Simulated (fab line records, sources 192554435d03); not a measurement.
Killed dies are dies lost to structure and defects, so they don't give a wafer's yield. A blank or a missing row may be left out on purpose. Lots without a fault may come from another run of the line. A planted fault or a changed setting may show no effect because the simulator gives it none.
Split-lot experiment | flow n5_finfet | 7 lots, 21 wafers read, on a route of 1938 steps

THE SPLIT
At N5_MOL_CONTACT_COAG_PECVD_31 (deposits SiO2 from TEOS/O2, target thk 46 nm, time 8.9 s), the setting temp_c was moved away from the recipe's 400 C on 4 of the 21 wafers read, by -4.4% to +3.9%. The other wafers ran this setting at the recipe's value.

FROM THE SPLIT TO THE READING: what the file shows between them, 4 steps
- N5_MOL_CONTACT_COAG_COAT_75: time 60 s, resist thk 60 nm
- N5_MOL_CONTACT_COAG_COAT_76: time 60 s, resist thk 10 nm
- N5_MOL_CONTACT_COAG_ETCHBACK_135: etches SiO2 in CHF3, target depth 25 nm, time 16.7 s
- N5_MOL_CONTACT_COAG_STRIP_118: strips in CHF3

THE READING
etch.depth_nm (the simulator's own value, which no gauge read), in nm, at N5_MOL_CONTACT_COAG_VIA_ETCH_46 (etches SiO2 in C4F6/O2, target depth 46 nm, overetch 9.2 nm, time 40 s). The file gives no usual value for it. The 17 wafers here that ran the recipe average 45.62 nm, standard deviation 0.62 nm.

wafer  | tool, chamber at the split | temp_c as run, C | against the recipe | etch.depth_nm, nm | against lot-mates on the recipe
L079.2 | pecvd-01, 0                | 400              | recipe             | 45.32             | -
L079.3 | pecvd-01, 2                | 382.5            | -4.4%              | 49.81             | +4.16
L079.4 | pecvd-01, 1                | 400              | recipe             | 45.98             | -
L080.1 | pecvd-01, 1                | 400              | recipe             | 45.35             | -
L080.2 | pecvd-01, 2                | 400              | recipe             | 44.31             | -
L080.4 | pecvd-01, 1                | 400              | recipe             | 45.9              | -
L085.2 | pecvd-04, 0                | 400              | recipe             | 44.76             | -
L085.4 | pecvd-04, 1                | 405.8            | +1.4%              | 43.95             | -0.81
L085.6 | pecvd-04, 0                | 405.8            | +1.4%              | 44.21             | -0.55
L093.2 | pecvd-02, 0,1              | 400              | recipe             | 46.22             | -
L093.3 | pecvd-02, 0,1              | 400              | recipe             | 46.14             | -
L093.4 | pecvd-02, 0                | 400              | recipe             | 46.41             | -
L094.2 | pecvd-02, 2                | 400              | recipe             | 44.87             | -
L094.5 | pecvd-02, 2                | 400              | recipe             | 45.81             | -
L094.6 | pecvd-02, 0                | 400              | recipe             | 46.09             | -
L095.2 | pecvd-01, 1                | 400              | recipe             | 44.6              | -
L095.4 | pecvd-01, 2                | 400              | recipe             | 45.65             | -
L095.5 | pecvd-01, 0                | 400              | recipe             | 46.03             | -
L097.1 | pecvd-02, 1                | 400              | recipe             | 45.86             | -
L097.3 | pecvd-02, 0                | 415.5            | +3.9%              | 41.26             | -4.77
L097.6 | pecvd-02, 1                | 400              | recipe             | 46.21             | -
Where a row lists several chambers, the file gives one row for several wafers and doesn't say which wafer went through which chamber.

THE FIT
A straight line over all 21 wafers: etch.depth_nm changes by -1.03 nm for each +1% of temp_c; r = -0.93; the points scatter about the line by 0.6 nm.
The same after taking each lot's own level away (the mean of its wafers on the recipe; 21 wafers): -1.01 nm for each +1%; r = -0.93; scatter 0.54 nm.
On that fit, the largest move of temp_c shifts the reading by 4.4 nm.
The lots' own levels span 44.760 to 46.257 nm, that is 2.4 times the standard deviation above.
So the lot-to-lot level changes the slope little: the two slopes agree.
Check: with one of the wafers moved furthest among these (-4.4%) left out of the fit, the line predicts +4.82 nm for it against its lot-mates. It came out at +4.16 nm against them.

THE WHOLE CHAIN: every reading that the file lists as answering this split, in the file's order
step                            | what it does                                                           | reading                                                                                   | change (the file's fit)              | r (the file's)
N5_MOL_CONTACT_COAG_PECVD_31    | deposits SiO2 from TEOS/O2, target thk 46 nm, time 8.9 s               | SiO2_of_MOL_CONTACT_COAG_PECVD_31.thk_nm (the simulator's own value, which no gauge read) | -1.04 nm for each +1% of the setting | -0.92
N5_MOL_CONTACT_COAG_VIA_ETCH_46 | etches SiO2 in C4F6/O2, target depth 46 nm, overetch 9.2 nm, time 40 s | etch.depth_nm (the simulator's own value, which no gauge read)                            | -1.04 nm for each +1% of the setting | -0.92

THE FILE'S OWN FIT
etch.depth_nm changes by -1.04 nm for each +1% of temp_c, r = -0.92.
